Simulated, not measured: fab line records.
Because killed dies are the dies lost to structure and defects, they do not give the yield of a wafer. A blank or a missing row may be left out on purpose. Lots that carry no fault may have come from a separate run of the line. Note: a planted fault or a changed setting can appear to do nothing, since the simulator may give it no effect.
Matching of chambers || flow nand-harc || 3 sister chambers for NHARC_A_M1_PRE_CLEAN_32 on pecvd-04
The step time 12 s. 6 wafers are shown with their chamber, then 10 later ones without.

## WAFERS PAIRED WITH THEIR CHAMBERS
{"wafer": "L079.6", "chamber": 0, "heater-power-w (W)": 567}
{"wafer": "L082.1", "chamber": 1, "heater-power-w (W)": 604}
{"wafer": "L082.4", "chamber": 2, "heater-power-w (W)": 552}
{"wafer": "L082.6", "chamber": 0, "heater-power-w (W)": 611}
{"wafer": "L086.1", "chamber": 1, "heater-power-w (W)": 600}
{"wafer": "L086.3", "chamber": 2, "heater-power-w (W)": 488}

## WAFERS WITH NO CHAMBER GIVEN
{"wafer": "L086.4", "heater-power-w (W)": 555}
{"wafer": "L093.2", "heater-power-w (W)": 553}
{"wafer": "L093.3", "heater-power-w (W)": 571}
{"wafer": "L093.6", "heater-power-w (W)": 578}
{"wafer": "L094.4", "heater-power-w (W)": 498}
{"wafer": "L094.5", "heater-power-w (W)": 660}
{"wafer": "L094.6", "heater-power-w (W)": 595}
{"wafer": "L096.3", "heater-power-w (W)": 663}
{"wafer": "L096.4", "heater-power-w (W)": 666}
{"wafer": "L096.5", "heater-power-w (W)": 552}

## WHICH CHAMBER EACH WENT THROUGH
{"wafer": "L086.4", "from the rows above": "can't be placed: 0 or 2 or 1", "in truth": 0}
{"wafer": "L093.2", "from the rows above": "can't be placed: 2 or 0 or 1", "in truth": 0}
{"wafer": "L093.3", "from the rows above": "can't be placed: 0 or 1 or 2", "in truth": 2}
{"wafer": "L093.6", "from the rows above": "can't be placed: 0 or 1 or 2", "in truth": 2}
{"wafer": "L094.4", "from the rows above": 2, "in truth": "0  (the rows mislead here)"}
{"wafer": "L094.5", "from the rows above": "can't be placed: 1 or 0", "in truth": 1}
{"wafer": "L094.6", "from the rows above": "can't be placed: 0 or 1", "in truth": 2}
{"wafer": "L096.3", "from the rows above": "can't be placed: 1 or 0", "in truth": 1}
{"wafer": "L096.4", "from the rows above": "can't be placed: 1 or 0", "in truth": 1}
{"wafer": "L096.5", "from the rows above": "can't be placed: 2 or 0 or 1", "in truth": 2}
0 of 10 placed correctly. Not placeable from these rows: 9 (in 8, the candidates include the true chamber). Wrongly placed: 1.
How it was worked out, from the rows above alone: a wafer's distance from a chamber is the root of the sum, over the readings, of the square of ((its reading less the chamber's mean) divided by the reading's scatter). If the next closest chamber is less than 2 further off than the closest, the wafer can't be placed; otherwise it belongs to the closest. For every chamber, the mean is computed from those of its wafers that are shown. How the scatter is found: for the shown wafers, subtract from each reading the mean of its chamber, square and add these, divide the total by (wafers less chambers), then take the root.
